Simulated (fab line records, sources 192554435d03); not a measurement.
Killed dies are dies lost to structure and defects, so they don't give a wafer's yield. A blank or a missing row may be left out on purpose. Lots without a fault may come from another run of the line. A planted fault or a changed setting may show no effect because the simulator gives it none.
Split-lot experiment | flow n5_finfet | 7 lots, 39 wafers read, on a route of 1938 steps

THE SPLIT
At N5_MOL_CONTACT_COAG_VIA_ETCH_46 (etches SiO2 in C4F6/O2, target depth 46 nm, overetch 9.2 nm, time 40 s), the setting target_depth_a was moved away from the recipe's 460 angstrom on 12 of the 39 wafers read, by -48.3% to +18.2%. The other wafers ran this setting at the recipe's value.

The reading is taken at the split's own step.

THE READING
SOC_of_MOL_CONTACT_COAG_COAT_75.thk_nm (the simulator's own value, which no gauge read), in nm, at N5_MOL_CONTACT_COAG_VIA_ETCH_46 (etches SiO2 in C4F6/O2, target depth 46 nm, overetch 9.2 nm, time 40 s). The file gives no usual value for it. The 27 wafers here that ran the recipe average 50.8 nm, standard deviation 0.28 nm.

wafer  | tool, chamber at the split | target_depth_a as run, angstrom | against the recipe | SOC_of_MOL_CONTACT_COAG_COAT_75.thk_nm, nm | against lot-mates on the recipe
L080.1 | rie_diel-05, 3             | 543.5                           | +18.2%             | 49.6                                       | -0.9
L080.2 | rie_diel-05, 2             | 543.5                           | +18.2%             | 49.4                                       | -1.1
L080.3 | rie_diel-05, 0             | 460                             | recipe             | 50.6                                       | -
L080.4 | rie_diel-05, 0             | 460                             | recipe             | 50.6                                       | -
L080.5 | rie_diel-05, 2             | 460                             | recipe             | 50.4                                       | -
L080.6 | rie_diel-05, 3             | 543.5                           | +18.2%             | 49.8                                       | -0.7
L083.1 | rie_diel-04, 3             | 460                             | recipe             | 51.2                                       | -
L083.2 | rie_diel-04, 0             | 237.8                           | -48.3%             | 53.8                                       | +2.6
L083.3 | rie_diel-04, 2             | 237.8                           | -48.3%             | 53.6                                       | +2.4
L083.4 | rie_diel-04, 1             | 460                             | recipe             | 51                                         | -
L083.5 | rie_diel-04, 3             | 460                             | recipe             | 51.4                                       | -
L083.6 | rie_diel-04, 0             | 237.8                           | -48.3%             | 53.8                                       | +2.6
L089.1 | rie_diel-05, 0             | 365.2                           | -20.6%             | 51.6                                       | +0.9
L089.2 | rie_diel-05, 2             | 460                             | recipe             | 50.4                                       | -
L089.3 | rie_diel-05, 3             | 365.2                           | -20.6%             | 51.8                                       | +1.1
L089.4 | rie_diel-05, 1             | 365.2                           | -20.6%             | 52                                         | +1.3
L089.5 | rie_diel-05, 3             | 460                             | recipe             | 51                                         | -
L089.6 | rie_diel-05, 0             | 460                             | recipe             | 50.6                                       | -
L090.1 | rie_diel-04, 2             | 299                             | -35.0%             | 53                                         | +2.1
L090.2 | rie_diel-04, 0             | 460                             | recipe             | 51                                         | -
L090.3 | rie_diel-04, 1             | 460                             | recipe             | 50.6                                       | -
L090.4 | rie_diel-04, 2             | 299                             | -35.0%             | 53                                         | +2.1
L090.5 | rie_diel-04, 1             | 299                             | -35.0%             | 52.6                                       | +1.7
L090.6 | rie_diel-04, 0             | 460                             | recipe             | 51                                         | -
L092.3 | rie_diel-05, 0             | 460                             | recipe             | 50.8                                       | -
L092.4 | rie_diel-05, 1             | 460                             | recipe             | 51                                         | -
L092.5 | rie_diel-05, 2             | 460                             | recipe             | 50.6                                       | -
L094.1 | rie_diel-04, 1             | 460                             | recipe             | 50.6                                       | -
L094.2 | rie_diel-04, 0             | 460                             | recipe             | 51.2                                       | -
L094.3 | rie_diel-04, 3             | 460                             | recipe             | 51                                         | -
L094.4 | rie_diel-04, 2             | 460                             | recipe             | 50.8                                       | -
L094.5 | rie_diel-04, 2             | 460                             | recipe             | 51                                         | -
L094.6 | rie_diel-04, 1             | 460                             | recipe             | 50.4                                       | -
L097.1 | rie_diel-05, 0             | 460                             | recipe             | 50.6                                       | -
L097.2 | rie_diel-05, 1             | 460                             | recipe             | 50.8                                       | -
L097.3 | rie_diel-05, 2             | 460                             | recipe             | 50.4                                       | -
L097.4 | rie_diel-05, 3             | 460                             | recipe             | 50.8                                       | -
L097.5 | rie_diel-05, 2             | 460                             | recipe             | 50.4                                       | -
L097.6 | rie_diel-05, 3             | 460                             | recipe             | 50.6                                       | -

THE FIT
A straight line over all 39 wafers: SOC_of_MOL_CONTACT_COAG_COAT_75.thk_nm changes by -0.0605 nm for each +1% of target_depth_a; r = -0.97; the points scatter about the line by 0.26 nm.
The same after taking each lot's own level away (the mean of its wafers on the recipe; 39 wafers): -0.0538 nm for each +1%; r = -0.98; scatter 0.2 nm.
On that fit, the largest move of target_depth_a shifts the reading by 2.6 nm.
The lots' own levels span 50.53 to 51.20 nm, that is 2.4 times the standard deviation above.
So the lot-to-lot level changes the slope: the two fits differ.
Check: with one of the wafers moved furthest among these (-48.3%) left out of the fit, the line predicts +2.61 nm for it against its lot-mates. It came out at +2.6 nm against them.

OTHER SPLITS ON THESE WAFERS
These wafers also went through other splits before the reading. Each is held against what the fit with the lots' levels taken away leaves over:
other split on the same wafers                 | wafers away from the commonest value | r with SOC_of_MOL_CONTACT_COAG_COAT_75.thk_nm (lot level and that fit taken away)
N5_ZERO_LAYER_DEVELOP_10 develop_time_s        | 12                                   | +0.01
N5_PMOS_HMC_CHANNEL_EPI_ETCH_38 target_depth_a | 18                                   | -0.02
N5_SDB_ALD_29 ald_cycles                       | 15                                   | +0.13

THE WHOLE CHAIN: every reading that the file lists as answering this split, in the file's order
step                            | what it does                                                           | reading                                                                                 | change (the file's fit)               | r (the file's)
N5_MOL_CONTACT_COAG_VIA_ETCH_46 | etches SiO2 in C4F6/O2, target depth 46 nm, overetch 9.2 nm, time 40 s | etch.depth_nm (the simulator's own value, which no gauge read)                          | +0.222 nm for each +1% of the setting | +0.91
N5_MOL_CONTACT_COAG_VIA_ETCH_46 | etches SiO2 in C4F6/O2, target depth 46 nm, overetch 9.2 nm, time 40 s | SOC_of_MOL_CONTACT_COAG_COAT_75.thk_nm (the simulator's own value, which no gauge read) | -0.054 nm for each +1% of the setting | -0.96

THE FILE'S OWN FIT
SOC_of_MOL_CONTACT_COAG_COAT_75.thk_nm changes by -0.054 nm for each +1% of target_depth_a, r = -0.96.
